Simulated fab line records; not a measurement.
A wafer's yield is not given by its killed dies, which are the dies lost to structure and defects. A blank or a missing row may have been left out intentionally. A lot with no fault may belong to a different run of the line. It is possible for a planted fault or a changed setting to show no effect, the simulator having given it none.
2 desks, one fault || flow nand-harc || only its own numbers are on each desk; what lay behind them is given at the end

## METROLOGY DESK
Lot by lot, what the gauges showed, no matter which tool ran the lot: averages of those sampled wafers that carry a number. If a lot's mean is further than 4 standard deviations from the usual mean, the lot is out of limits and carries the mark OUT (the distance appears in the brackets).
Columns: A = thk-nm at NHARC_A_ONON_D1_THK_MEAS_34, usual 199.6 nm
{"lot": "L397", "first seen here": "day 8 09:53", "A": 196.7}
{"lot": "L399", "first seen here": "day 8 23:43", "A": 199.0}
{"lot": "L401", "first seen here": "day 9 11:40", "A": 197.5}
{"lot": "L404", "first seen here": "day 9 19:41", "A": 199.5}
{"lot": "L406", "first seen here": "day 10 17:33", "A": 203.7}
{"lot": "L407", "first seen here": "day 10 17:47", "A": 200.3}
{"lot": "L405", "first seen here": "day 10 17:50", "A": 201.2}
{"lot": "L409", "first seen here": "day 11 03:18", "A": 200.6}
{"lot": "L414", "first seen here": "day 12 12:25", "A": 201.2}
{"lot": "L417", "first seen here": "day 13 13:36", "A": 203.6}
{"lot": "L419", "first seen here": "day 13 13:44", "A": 200.5}
{"lot": "L418", "first seen here": "day 13 13:58", "A": 199.9}
This desk's verdict: no lot among the 12 shows anything out of limits.

## TOOL OWNER'S DESK, rie-diel-13
The tool's own readings at NHARC_A_CHANNEL_HOLE_D1_ETCH_38 (etches the open film in CF4, target depth 39 nm, time 65 s): means of the sampled wafers that have a number, for each lot that ran on this tool. If a lot's mean is further than 4 standard deviations from the usual mean, the lot is out of limits and carries the mark OUT (the distance appears in the brackets).
Columns: A = drypump-motor-current-A at NHARC_A_CHANNEL_HOLE_D1_ETCH_38, usual 5.8 A; B = oes-product-au at NHARC_A_CHANNEL_HOLE_D1_ETCH_38, usual 1.006 a.u.; C = rf-vpp-V at NHARC_A_CHANNEL_HOLE_D1_ETCH_38, usual 151.5 V; D = showerhead-plenum-p-Torr at NHARC_A_CHANNEL_HOLE_D1_ETCH_38, usual 1.79 Torr; E = throttle-valve-pct at NHARC_A_CHANNEL_HOLE_D1_ETCH_38, usual 13.283 %
{"lot": "L397", "first seen here": "day 8 15:53", "A": 5.9, "B": 1.012, "C": 151.0, "D": 1.78, "E": 13.277}
{"lot": "L399", "first seen here": "day 9 03:03", "A": 5.6, "B": 1.012, "C": 151.3, "D": 1.77, "E": 13.282}
{"lot": "L401", "first seen here": "day 9 14:35", "A": 5.6, "B": 1.015, "C": 151.0, "D": 1.76, "E": 13.280}
{"lot": "L404", "first seen here": "day 9 23:02", "A": 5.7, "B": 1.014, "C": 150.1, "D": 1.76, "E": 13.285}
{"lot": "L405", "first seen here": "day 11 00:01", "A": 5.9, "B": 1.007, "C": 150.9, "D": 1.78, "E": 13.284}
{"lot": "L409", "first seen here": "day 11 07:10", "A": 5.9, "B": 0.999, "C": 150.6, "D": 1.73, "E": 13.280}
{"lot": "L417", "first seen here": "day 13 18:47", "A": 5.5, "B": 0.963, "C": 151.8, "D": 1.82, "E": 13.289}
{"lot": "L418", "first seen here": "day 13 20:42", "A": 6.0, "B": "0.902 (-8.0) OUT", "C": 151.9, "D": 1.86, "E": 13.286}
This desk's verdict: out of limits on L418, starting with L418 at day 13 20:42 (oes-product-au at NHARC_A_CHANNEL_HOLE_D1_ETCH_38). L397, L399, L401, L404, L405, L409, L417: within limits.

## BROUGHT TOGETHER
The tool owner's desk could have raised an alarm at day 13 20:42, on L418.
At the metrology desk, nothing out of limits was observed.
The metrology desk holds a record of L418, inside its limits.
Every lot named ran NHARC_A_CHANNEL_HOLE_D1_ETCH_38 on rie-diel-13.

## WHAT THE SIMULATOR PUT IN
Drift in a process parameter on rie-diel-13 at NHARC_A_CHANNEL_HOLE_D1_ETCH_38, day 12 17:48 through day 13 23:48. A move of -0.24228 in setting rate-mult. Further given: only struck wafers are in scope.
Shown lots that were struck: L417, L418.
Delay in hours, fault start to first out-of-limits reading, by desk: the tool owner's desk at 27.
